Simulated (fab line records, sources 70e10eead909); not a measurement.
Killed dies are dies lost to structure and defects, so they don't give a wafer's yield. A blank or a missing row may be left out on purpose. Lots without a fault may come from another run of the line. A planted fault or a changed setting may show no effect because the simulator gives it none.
One fault seen from 2 desks | flow nand_harc | each desk has only its own numbers; what lay behind them comes last

THE TOOL OWNER'S DESK: har_etch-01
The tool's own readings at NHARC_A_CHANNEL_HOLE_D2_ETCH_22 (etches the open film in C4F8/O2/Ar, time 666.7 s, target depth 1600 nm): means of the sampled wafers that have a number, for each lot that ran on this tool. A lot is out of limits, marked OUT, if its mean lies more than 4 standard deviations from the usual mean; the brackets give that distance.
Columns: A = drypump_motor_current_A at NHARC_A_CHANNEL_HOLE_D2_ETCH_22, usual 5.6 A; B = showerhead_plenum_p_Torr at NHARC_A_CHANNEL_HOLE_D2_ETCH_22, usual 3.68 Torr; C = throttle_valve_pct at NHARC_A_CHANNEL_HOLE_D2_ETCH_22, usual 32.156 %
lot  | first seen here | A   | B    | C
L948 | day 14 03:21    | 5.5 | 3.63 | 32.158
L955 | day 16 19:40    | 5.8 | 3.56 | 32.155
L959 | day 18 13:50    | 5.8 | 3.54 | 32.153
L961 | day 19 12:52    | 5.8 | 3.54 | 32.153
L969 | day 23 10:49    | 5.8 | 3.51 | 32.151
This desk's finding: nothing out of limits on any of the 5 lots.

THE DEFECT DESK
What the inspections along the route counted, lot by lot: means of the sampled wafers that have a number. A lot is out of limits, marked OUT, if its mean lies more than 4 standard deviations from the usual mean; the brackets give that distance.
Columns: A = raw_defect_count at NHARC_A_CHANNEL_HOLE_D2_INSPECT_40, usual 290
lot  | first seen here | A
L948 | day 14 08:11    | 320
L950 | day 15 01:25    | 310
L951 | day 15 09:43    | 293
L955 | day 17 00:25    | 372
L959 | day 18 18:29    | 1145 (+11) OUT
L961 | day 19 17:43    | 1139 (+11) OUT
L964 | day 21 13:59    | 227
L966 | day 22 02:19    | 289
L967 | day 22 12:14    | 232
L968 | day 22 22:29    | 279
L969 | day 23 15:38    | 242
This desk's finding: out of limits on L959, L961; first on L959, day 18 18:29 (raw_defect_count at NHARC_A_CHANNEL_HOLE_D2_INSPECT_40). In limits: L948, L950, L951, L955, L964, L966, L967, L968, L969.

PUT TOGETHER
The defect desk could have raised an alarm at day 18 18:29, on L959, L961.
The tool owner's desk saw nothing out of limits.
The tool owner's desk has L959, L961 on record, within its limits.
Of the lots named, all ran NHARC_A_CHANNEL_HOLE_D2_ETCH_22 on har_etch-01.

WHAT THE SIMULATOR HAD PUT IN
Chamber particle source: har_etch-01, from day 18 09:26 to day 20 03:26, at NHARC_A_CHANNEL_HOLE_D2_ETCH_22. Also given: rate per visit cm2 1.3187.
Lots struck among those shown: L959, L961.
Hours from the fault's start to each desk's first reading out of limits: the defect desk, 9.
